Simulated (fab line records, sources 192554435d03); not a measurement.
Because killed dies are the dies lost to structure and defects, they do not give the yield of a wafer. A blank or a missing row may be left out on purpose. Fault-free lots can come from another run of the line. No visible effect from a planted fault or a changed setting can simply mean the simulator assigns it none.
Chamber matching / flow n5 finfet / N5_STI_FIN_REVEAL_ETCHBACK_08 on rie diel-03 has 4 sister chambers
The step etches SiO2 in C4F6/O2, target depth 30.5 nm, time 10.167 s. 16 wafers are shown with their chamber, then 8 later ones without.

== WAFERS WITH THEIR CHAMBER ==
wafer=L077.1; chamber=0; drypump motor current A (A)=5.7; rf vpp V (V)=667; throttle valve pct (%)=21.05
wafer=L077.3; chamber=2; drypump motor current A (A)=5.3; rf vpp V (V)=686; throttle valve pct (%)=21.55
wafer=L077.6; chamber=1; drypump motor current A (A)=5.2; rf vpp V (V)=665; throttle valve pct (%)=21.16
wafer=L078.3; chamber=0; drypump motor current A (A)=5.6; rf vpp V (V)=666; throttle valve pct (%)=21.03
wafer=L078.4; chamber=1; drypump motor current A (A)=5.2; rf vpp V (V)=666; throttle valve pct (%)=21.14
wafer=L078.5; chamber=0; drypump motor current A (A)=5.6; rf vpp V (V)=666; throttle valve pct (%)=21.06
wafer=L084.1; chamber=3; drypump motor current A (A)=6.3; rf vpp V (V)=638; throttle valve pct (%)=21.55
wafer=L084.2; chamber=0; drypump motor current A (A)=5.7; rf vpp V (V)=665; throttle valve pct (%)=21.09
wafer=L084.6; chamber=0; drypump motor current A (A)=5.7; rf vpp V (V)=668; throttle valve pct (%)=21.07
wafer=L085.2; chamber=2; drypump motor current A (A)=5.3; rf vpp V (V)=688; throttle valve pct (%)=21.58
wafer=L085.3; chamber=0; drypump motor current A (A)=5.7; rf vpp V (V)=666; throttle valve pct (%)=21.08
wafer=L085.6; chamber=3; drypump motor current A (A)=6.3; rf vpp V (V)=640; throttle valve pct (%)=21.56
wafer=L089.2; chamber=2; drypump motor current A (A)=5.3; rf vpp V (V)=685; throttle valve pct (%)=21.58
wafer=L089.3; chamber=3; drypump motor current A (A)=6.4; rf vpp V (V)=640; throttle valve pct (%)=21.58
wafer=L089.4; chamber=0; drypump motor current A (A)=5.7; rf vpp V (V)=666; throttle valve pct (%)=21.09
wafer=L094.1; chamber=0; drypump motor current A (A)=5.7; rf vpp V (V)=665; throttle valve pct (%)=21.12

SIGNATURES (means of the wafers above)
reading=drypump motor current A; chamber 0=5.675; chamber 1=5.200; chamber 2=5.300; chamber 3=6.333; scatter within a chamber=0.0425
reading=rf vpp V; chamber 0=666.12; chamber 1=665.50; chamber 2=686.33; chamber 3=639.33; scatter within a chamber=1.11
reading=throttle valve pct; chamber 0=21.0738; chamber 1=21.1500; chamber 2=21.5700; chamber 3=21.5633; scatter within a chamber=0.0235
Rule: a wafer's distance from a chamber is the root of the sum, over the readings, of the square of ((its reading less the chamber's mean) divided by the reading's scatter). The wafer belongs to the nearest chamber; if the next one is less than 2 further off, it can't be placed. How the scatter is found: for the shown wafers, subtract from each reading the mean of its chamber, square and add these, divide the total by (wafers less chambers), then take the root.

== WAFERS WHOSE CHAMBER IS MISSING ==
wafer=L094.2; drypump motor current A (A)=5.2; rf vpp V (V)=667; throttle valve pct (%)=21.15
wafer=L094.5; drypump motor current A (A)=5.7; rf vpp V (V)=665; throttle valve pct (%)=21.12
wafer=L096.2; drypump motor current A (A)=5.3; rf vpp V (V)=666; throttle valve pct (%)=21.17
wafer=L096.3; drypump motor current A (A)=6.4; rf vpp V (V)=640; throttle valve pct (%)=21.58
wafer=L096.4; drypump motor current A (A)=5.7; rf vpp V (V)=666; throttle valve pct (%)=21.10
wafer=L097.2; drypump motor current A (A)=5.3; rf vpp V (V)=686; throttle valve pct (%)=21.63
wafer=L097.4; drypump motor current A (A)=5.2; rf vpp V (V)=668; throttle valve pct (%)=21.17
wafer=L097.5; drypump motor current A (A)=6.3; rf vpp V (V)=639; throttle valve pct (%)=21.60

== CHAMBER TAKEN BY EACH ==
wafer=L094.2; from the rows above=1; in truth=1
wafer=L094.5; from the rows above=0; in truth=0
wafer=L096.2; from the rows above=1; in truth=1
wafer=L096.3; from the rows above=3; in truth=3
wafer=L096.4; from the rows above=0; in truth=0
wafer=L097.2; from the rows above=2; in truth=2
wafer=L097.4; from the rows above=1; in truth=1
wafer=L097.5; from the rows above=3; in truth=3
Correctly placed: 8 of 8. Number that these rows cannot place: 0. Number placed wrongly: 0.
